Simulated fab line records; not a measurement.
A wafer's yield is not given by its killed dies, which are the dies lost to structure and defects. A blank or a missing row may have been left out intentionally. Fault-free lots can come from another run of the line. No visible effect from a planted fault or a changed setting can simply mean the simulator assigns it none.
Chamber matching | flow nandHarc | NHARC_A_STAIRCASE_ALD_415 on aldHk-02: 4 sister chambers
The step deposits SiO2, target thk 30 nm, pulse time 6 s, ald cycles 300. 4 wafers are shown with their chamber, then 9 later ones without.

## WAFERS PAIRED WITH THEIR CHAMBERS
wafer  | chamber | heaterPowerW (W)
L076.5 | 3       | 455
L091.1 | 1       | 493
L091.2 | 2       | 421
L091.3 | 0       | 526

## WAFERS WITHOUT THEIR CHAMBER
wafer  | heaterPowerW (W)
L092.3 | 426
L092.4 | 527
L092.5 | 525
L093.2 | 532
L093.3 | 429
L093.5 | 532
L096.3 | 476
L096.5 | 430
L096.6 | 431

## CHAMBER TAKEN BY EACH
wafer  | from the rows above     | in truth
L092.3 | 2                       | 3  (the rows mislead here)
L092.4 | 0                       | 0
L092.5 | 0                       | 0
L093.2 | 0                       | 0
L093.3 | 2                       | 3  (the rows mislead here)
L093.5 | 0                       | 0
L096.3 | can't be placed: 1 or 3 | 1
L096.5 | can't be placed: 2 or 3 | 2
L096.6 | can't be placed: 2 or 3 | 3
Correctly placed: 4 of 9. Not placeable from these rows: 3 (in 3, the candidates include the true chamber). Wrongly placed: 2.
How it was worked out, from the rows above alone: a wafer's distance from a chamber is the root of the sum, over the readings, of the square of ((its reading less the chamber's mean) divided by the reading's scatter). The wafer belongs to the nearest chamber; if the next one is less than 2 further off, it can't be placed. For every chamber, the mean is computed from those of its wafers that are shown. The scatter: with one shown wafer a chamber, the root of the mean of the squares of how far each hidden wafer lies from its nearest shown one.
